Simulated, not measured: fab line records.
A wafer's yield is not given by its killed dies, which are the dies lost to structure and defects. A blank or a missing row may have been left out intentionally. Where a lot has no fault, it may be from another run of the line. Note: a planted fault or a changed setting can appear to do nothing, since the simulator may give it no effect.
Lot-split experiment | flow n5-finfet | route with 1938 steps; 7 lots, 39 wafers read

THE SPLIT
At N5_BEOL_M5_CVD_47 (deposits Co from CCTBA/H2, target thk 3 nm, time 216 s), the setting target-thk-a was moved away from the recipe's 30 angstrom on 12 of the 39 wafers read, by -36.0% to +54.2%. All remaining wafers had this setting at the recipe value.

The reading comes from the split's own step.

THE READING
Co_of_BEOL_M5_CVD_47.thk-nm (the simulator's own value, which no gauge read), in nm, at N5_BEOL_M5_CVD_47 (deposits Co from CCTBA/H2, target thk 3 nm, time 216 s). The file does not state a usual value for it. Average 3.0 nm, standard deviation 0.095 nm, over the 27 wafers here run with the recipe.

wafer  | tool, chamber at the split | target-thk-a as run, angstrom | against the recipe | Co_of_BEOL_M5_CVD_47.thk-nm, nm | against lot-mates on the recipe
L076.1 | cvd-co-01, 1               | 30                            | recipe             | 3.2                             | -
L076.2 | cvd-co-01, 2               | 46.25                         | +54.2%             | 4.6                             | +1.5
L076.6 | cvd-co-01, 2               | 46.25                         | +54.2%             | 4.6                             | +1.5
L076.3 | cvd-co-01, 0               | 30                            | recipe             | 3                               | -
L076.5 | cvd-co-01, 0               | 30                            | recipe             | 3                               | -
L076.4 | cvd-co-01, 1               | 46.25                         | +54.2%             | 4.8                             | +1.7
L078.1 | cvd-co-01, 1,0,1,2,0       | 30                            | recipe             | 3                               | -
L078.3 | cvd-co-01, 1,0,1,2,0       | 30                            | recipe             | 3                               | -
L078.4 | cvd-co-01, 1,0,1,2,0       | 30                            | recipe             | 3                               | -
L078.5 | cvd-co-01, 1,0,1,2,0       | 30                            | recipe             | 3                               | -
L078.6 | cvd-co-01, 1,0,1,2,0       | 30                            | recipe             | 3                               | -
L078.2 | cvd-co-01, 2               | 30                            | recipe             | 3.2                             | -
L079.1 | cvd-co-02, 2               | 23.18                         | -22.7%             | 2.4                             | -0.7
L079.2 | cvd-co-02, 1,0             | 23.18                         | -22.7%             | 2.6                             | -0.5
L079.5 | cvd-co-02, 1,0             | 23.18                         | -22.7%             | 2.6                             | -0.5
L079.3 | cvd-co-02, 0               | 30                            | recipe             | 3.2                             | -
L079.4 | cvd-co-02, 1,2             | 30                            | recipe             | 3                               | -
L079.6 | cvd-co-02, 1,2             | 30                            | recipe             | 3                               | -
L081.3 | cvd-co-02, 1,2             | 30                            | recipe             | 3                               | -
L081.5 | cvd-co-02, 1,2             | 30                            | recipe             | 3                               | -
L081.4 | cvd-co-02, 0               | 30                            | recipe             | 3.2                             | -
L089.1 | cvd-co-01, 0,1,0           | 19.21                         | -36.0%             | 1.8                             | -1.1
L089.5 | cvd-co-01, 0,1,0           | 19.21                         | -36.0%             | 1.8                             | -1.1
L089.6 | cvd-co-01, 0,1,0           | 19.21                         | -36.0%             | 1.8                             | -1.1
L089.2 | cvd-co-01, 2               | 30                            | recipe             | 3                               | -
L089.4 | cvd-co-01, 2               | 30                            | recipe             | 3                               | -
L089.3 | cvd-co-01, 1               | 30                            | recipe             | 2.8                             | -
L095.1 | cvd-co-01, 1               | 23.43                         | -21.9%             | 2.2                             | -0.9
L095.5 | cvd-co-01, 1               | 23.43                         | -21.9%             | 2.2                             | -0.9
L095.2 | cvd-co-01, 2               | 30                            | recipe             | 3                               | -
L095.6 | cvd-co-01, 2               | 30                            | recipe             | 3                               | -
L095.3 | cvd-co-01, 0               | 23.43                         | -21.9%             | 2.4                             | -0.7
L095.4 | cvd-co-01, 0               | 30                            | recipe             | 3.2                             | -
L096.1 | cvd-co-01, 2,1,0,0,1       | 30                            | recipe             | 3                               | -
L096.2 | cvd-co-01, 2,1,0,0,1       | 30                            | recipe             | 3                               | -
L096.3 | cvd-co-01, 2,1,0,0,1       | 30                            | recipe             | 3                               | -
L096.4 | cvd-co-01, 2,1,0,0,1       | 30                            | recipe             | 3                               | -
L096.5 | cvd-co-01, 2,1,0,0,1       | 30                            | recipe             | 3                               | -
L096.6 | cvd-co-01, 2               | 30                            | recipe             | 3.2                             | -
If several chambers appear in one row, that row covers several wafers at once and the file leaves open which wafer was in which chamber.

FIT RESULTS
A straight line over all 39 wafers: Co_of_BEOL_M5_CVD_47.thk-nm changes by +0.0308 nm for each +1% of target-thk-a; r = +0.98; the points scatter about the line by 0.12 nm.
The same after taking each lot's own level away (the mean of its wafers on the recipe; 39 wafers): +0.03 nm for each +1%; r = +0.99; scatter 0.11 nm.
Per that fit: largest target-thk-a move, reading shift of 1.6 nm.
Across the lots, their own levels run from 2.93 to 3.07 nm, a range of 1.4 times the standard deviation given above.
Consequently the slope shifts little with the lot-to-lot level, the two slopes agreeing.
Check: +1.65 nm against its lot-mates is what the line predicts for one of the wafers moved furthest among these (+54.2%) when that wafer is left out of the fit. Against them it came out at +1.53 nm.

OTHER SPLITS ON THESE WAFERS
Before the reading, these wafers also passed through other splits. Each is held against what the fit with the lots' levels taken away leaves over:
other split on the same wafers          | wafers away from the commonest value | r with Co_of_BEOL_M5_CVD_47.thk-nm (lot level and that fit taken away)
N5_MOL_CONTACT_COAG_PRECLEAN_111 time-s | 12                                   | -0.09
N5_BEOL_M0_SAQP_ETCH_106 target-depth-a | 15                                   | +0.12

THE FILE'S OWN FIT
Co_of_BEOL_M5_CVD_47.thk-nm changes by +0.0301 nm for each +1% of target-thk-a, r = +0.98.
